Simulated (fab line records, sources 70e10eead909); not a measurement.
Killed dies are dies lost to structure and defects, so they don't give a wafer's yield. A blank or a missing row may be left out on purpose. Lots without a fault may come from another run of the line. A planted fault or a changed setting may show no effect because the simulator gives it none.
Problem report in the 8D (eight disciplines) form, filled by code | flow nand_harc | the parts of the form that need people (team, actions taken, sign-off) are left out

1. THE PROBLEM
run_length_s at NHARC_A_WL_FILL_ETCHBACK_16 reads a mean of 29.7 s on 3 wafers of 3 lots; wafers without a fault read 45.3 s with a standard deviation of 0.56. That is -28 standard deviations from the usual mean.
The step: etches the open film in C4F8/O2/Ar, target depth 120 nm, time 24 s.
First seen on wafer L328.5, day 27 06:14, on rie_diel-05. The record holds 43 wafers of 15 lots with a number at this step. Rule for "out", or "out of limits": more than 4 standard deviations from the usual mean. The other wafers with a number count as sound.

2. WHAT IT IS AND WHAT IT IS NOT
question                    | is                     | is not
which readings at this step | run_length_s           | chamber_pressure_mTorr, oes_product_au
which lots                  | L328, L330, L332       | L314, L315, L316, L317, L319, L320, L321, L324, L325, L327, L336, L337
which wafers of those lots  | L328.5, L330.2, L332.5 | L328.4, L328.6, L330.1, L332.1
read on which tools         | rie_diel-05            | rie_diel-01, rie_diel-07
when                        | from day 27 06:14      | up to then (32 sound wafers); but 8 sound wafers of L330, L332, L336, L337 came after

3. SUSPECTS, AND WHAT RULES EACH OUT
Counting: a tool at a process step up to the reading stays a suspect if it ran every lot that is out. Sound lots after the first of them don't rule it out here, since some wafers of a struck lot are sound.
- rie_diel-05 at NHARC_A_WL_FILL_ETCHBACK_16 (etches the open film in C4F8/O2/Ar, target depth 120 nm, time 24 s): kept. It ran every lot that is out, first L328 (day 27 06:14); its last sound lot up to then is L325 (day 25 22:00). Its own readings are out on those wafers: run_length_s.
Left after counting: rie_diel-05 at NHARC_A_WL_FILL_ETCHBACK_16.

4. THE CAUSE (what the simulator had put in)
Process parameter drift: rie_diel-05, from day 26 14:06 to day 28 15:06, at NHARC_A_WL_FILL_ETCHBACK_16. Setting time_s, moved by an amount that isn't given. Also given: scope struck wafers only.
Counting left only this tool.

5. THE CHAIN OF EFFECTS, in route order
Each row: a reading whose mean over the struck wafers that have a number lies more than 3 standard deviations from the usual. Only readings for which the record gives a usual standard deviation are gone through. hours: the time from each lot's start at the first step in this table that gives one to its start at this step, as a median over the lots. sigmas: the change in usual standard deviations.
hours | step                        | reading      | usual  | on struck wafers | change | sigmas
0     | NHARC_A_WL_FILL_ETCHBACK_16 | run_length_s | 45.3 s | 29.7             | -15.6  | -28
The process steps in it:
- NHARC_A_WL_FILL_ETCHBACK_16: etches the open film in C4F8/O2/Ar, target depth 120 nm, time 24 s.

6. WHAT WOULD HAVE CAUGHT IT SOONER
In this record the first reading out of limits was taken at day 27 06:14, 16 hours after the fault began at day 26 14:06.
